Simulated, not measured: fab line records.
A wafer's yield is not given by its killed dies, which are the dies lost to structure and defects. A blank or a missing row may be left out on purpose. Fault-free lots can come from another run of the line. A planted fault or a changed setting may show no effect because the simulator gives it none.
A lot that was struck, set against a sound lot | flow n5Finfet | 15 steps out of a route of 1938
Sound: wafers L100.3, L100.4, L100.6. The struck wafers were L109.3, L109.4. The cause comes at the end.
For every step that has rows: the tool of each side, followed by ch and its chambers, followed by its first start. Under that, the readings that differ: sound wafers | struck wafers | difference of the means | sigmas: that difference in standard deviations of wafers without a fault.
alike: readings with means less than 2 such deviations apart, plus words and numbers identical on both sides. not compared: withheld readings, readings lacking a value on some wafer, bounds such as >300 that could conceal the same value, and numbers that have no deviation in the record and whose values overlap.
Wherever a step has rows on one side only, a row that says differs or no value, or a row with sigmas, the two part there. Numbers that don't overlap but have no deviation are shown without sigmas and don't part them. Lack of a reading on every wafer of one side parts them only where that side has two or more wafers.

N5_GATE_CUT_STRIP_21: strips in N2/H2, time 30 s.
  sound on plasmaAsher-01 ch 0,1, day 7 18:57; struck on plasmaAsher-01 ch 0,1, day 10 03:15
  alike: drypumpMotorCurrentA, h2FlowSccm, heaterPowerW, n2FlowSccm
  not compared: rfHoursCounterH
then, 2 steps without rows for these wafers: N5_GATE_CUT_STRIP_29 (strips in post etch residue remover, time 60 s); N5_GATE_CUT_SRD_52 (time 30 s).
N5_GATE_CUT_ALD_22: deposits SiNx, target thk 16 nm, pulse time 1 s, ald cycles 320.
  sound on aldSin-03 ch 0,1,3, day 7 19:05; struck on aldSin-03 ch 0,3, day 10 03:23
  alike: heaterPowerW, precursorPulseHeightRel
  not compared: sinceWetCleanH
N5_GATE_CUT_CMP_23: polishes, stops on SiO2, t overpolish 23.4 s, target thk 16 nm.
  sound on cmp-04 ch 1,3, day 7 20:37; struck on cmp-01 ch 0,1, day 10 04:57
  alike: motorCurrentA, overpolishRunS, timeToEndpointS
N5_GATE_CUT_THK_MEAS_24:
  sound: filmMetro-02 at day 7 20:52; struck: filmMetro-01 at day 10 05:10
  alike: GC_FILL_THK
N5_GATE_CUT_CMP_43: polishes SiO2.
  sound on cmp-03 ch 0,1, day 7 20:54; struck on cmp-03 ch 0,2, day 10 05:12
  alike: motorCurrentA
N5_GATE_CUT_CMP_61: polishes, stops on SiNx, t overpolish 3 s.
  sound on cmp-03 ch 0,1, day 7 21:23; struck on cmp-03 ch 0,2, day 10 05:41
  alike: motorCurrentA
N5_GATE_CUT_INSPECT_26: inspects for defects (darkfield).
  sound: defectInspect-01 at day 7 21:37; struck: defectInspect-02 at day 10 05:55
  alike: rawDefectCount
then, 2 steps without rows for these wafers: N5_MOL_CONTACT_COAG_COAT_103 (time 60 s, resist thk 80 nm); N5_MOL_CONTACT_COAG_COAT_104 (time 60 s, resist thk 12 nm).
N5_MOL_CONTACT_COAG_COAT_58: time 60 s, resist thk 10 nm.
  sound on lithoTrack-04 ch 0, day 7 21:39; struck on lithoTrack-04 ch 0, day 10 05:57
reading               | sound                | struck        | difference | sigmas
heaterPowerTotalW (W) | 393.4 389.8 390.7    | 379.5 379.3   | -11.9      | -9
plateTempC (C)        | 204.93 204.94 205.06 | 200.74 200.72 | -4.25      | -25
  alike: exhaustPa
then, 1 step without rows for these wafers: N5_MOL_CONTACT_COAG_COAT_02 (resist thk 30 nm).
-- record jumps: 5 days separate the struck wafers' starts on either side; left off in module MOL_CONTACT_COAG, taken up again in module BEOL_M4, whose first shown step is the route's number 1111 --
N5_BEOL_M4_RC_MEAS_101:
  sound on prober-02 ch 0, day 13 09:02; struck on prober-01 ch 0, day 15 08:28
reading        | sound             | struck      | difference | sigmas
IOFF_N (nA/um) | 0.151 0.135 0.157 | 0.218 0.211 | +0.067     | +2
IOFF_P (nA/um) | 0.22 0.19 0.22    | 0.29 0.30   | +0.08      | +2
VT_N (mV)      | 251.0 251.2 252.7 | 243.7 246.9 | -6.3       | -2
  alike: DIBL_N, DIBL_P, ION_N, ION_P, SS_N, SS_P, VT_P
-- record jumps: 5 days separate the struck wafers' starts on either side; left off in module BEOL_M4, taken up again in module PASSIVATION, whose first shown step is the route's number 1936 --
N5_PASSIVATION_PROBE_49:
  sound: prober-02 at day 18 06:44; struck: prober-01 at day 20 08:01
reading          | sound    | struck | difference | sigmas
killedAtFrontEnd | 52 56 48 | 17 43  | -22        | -2
  alike: defectLimitedYield, killed_at_M0_to_M3, killed_at_M4_up, killedAtContacts, killedAtOther, killedDies, killedOpen, killedShort, sort_bin_4_leakage, sort_bin_5_function, sort_bin_6_memory, sortNPass, sortYieldPct

## WHERE THEY PART
At N5_MOL_CONTACT_COAG_COAT_58 first; at N5_PASSIVATION_PROBE_49 last (within this record only).

WHY: what the simulator had put in
Drift in process parameters on lithoTrack-04 at N5_MOL_CONTACT_COAG_COAT_58, starting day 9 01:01. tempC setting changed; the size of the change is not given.
